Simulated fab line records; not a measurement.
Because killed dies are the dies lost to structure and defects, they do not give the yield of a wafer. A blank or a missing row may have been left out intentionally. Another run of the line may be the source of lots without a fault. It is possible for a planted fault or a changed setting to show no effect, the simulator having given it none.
Matching of chambers | flow n5-finfet | rie-diel-01 running N5_BEOL_M2_DESCUM_16: 4 sister chambers
The step chemistry O2, time 7 s. 16 wafers are shown with their chamber, then 8 later ones without.

EACH WAFER AND ITS CHAMBER
wafer  | chamber | drypump-motor-current-A (A) | showerhead-plenum-p-Torr (Torr) | throttle-valve-pct (%)
L076.1 | 0       | 6.5                         | 2.16                            | 20.44
L076.2 | 1       | 5.7                         | 2.01                            | 20.46
L076.4 | 3       | 5.7                         | 2.14                            | 20.22
L078.2 | 3       | 5.7                         | 2.14                            | 20.23
L078.3 | 2       | 5.0                         | 2.22                            | 20.39
L078.5 | 3       | 5.7                         | 2.14                            | 20.24
L080.1 | 2       | 5.0                         | 2.22                            | 20.37
L080.2 | 1       | 5.7                         | 2.00                            | 20.47
L080.4 | 0       | 6.5                         | 2.16                            | 20.45
L083.1 | 1       | 5.7                         | 2.00                            | 20.46
L083.2 | 0       | 6.5                         | 2.16                            | 20.47
L083.5 | 2       | 5.1                         | 2.22                            | 20.40
L089.3 | 3       | 5.6                         | 2.13                            | 20.25
L089.4 | 2       | 5.0                         | 2.21                            | 20.42
L089.6 | 0       | 6.5                         | 2.15                            | 20.49
L092.2 | 3       | 5.7                         | 2.12                            | 20.27

SIGNATURES, as means of the wafers listed above
reading                  | chamber 0 | chamber 1 | chamber 2 | chamber 3 | scatter within a chamber
drypump-motor-current-A  | 6.500     | 5.700     | 5.025     | 5.680     | 0.0359
showerhead-plenum-p-Torr | 2.1575    | 2.0033    | 2.2175    | 2.1340    | 0.00669
throttle-valve-pct       | 20.4625   | 20.4633   | 20.3950   | 20.2420   | 0.019
Rule: for each reading, subtract the chamber's mean from the wafer's reading, divide by that reading's scatter and square the result; add these up over the readings and take the root, which gives the wafer's distance from the chamber. If the next closest chamber is less than 2 further off than the closest, the wafer can't be placed; otherwise it belongs to the closest. The scatter: take each reading less its chamber's mean, square it, sum over the shown wafers, divide by the number of wafers less the number of chambers, and take the root.

WAFERS WITH NO CHAMBER GIVEN
wafer  | drypump-motor-current-A (A) | showerhead-plenum-p-Torr (Torr) | throttle-valve-pct (%)
L092.4 | 6.5                         | 2.15                            | 20.50
L092.5 | 5.7                         | 1.99                            | 20.52
L094.2 | 5.1                         | 2.21                            | 20.44
L094.4 | 5.7                         | 2.12                            | 20.30
L094.6 | 6.5                         | 2.15                            | 20.51
L097.2 | 5.8                         | 1.99                            | 20.52
L097.3 | 5.1                         | 2.21                            | 20.46
L097.4 | 5.7                         | 2.12                            | 20.31

EACH ONE'S CHAMBER
wafer  | from the rows above | in truth
L092.4 | 0                   | 0
L092.5 | 1                   | 1
L094.2 | 2                   | 2
L094.4 | 3                   | 3
L094.6 | 0                   | 0
L097.2 | 1                   | 1
L097.3 | 2                   | 2
L097.4 | 3                   | 3
Placed correctly: 8 of 8. Can't be placed from these rows: 0. Placed wrongly: 0.
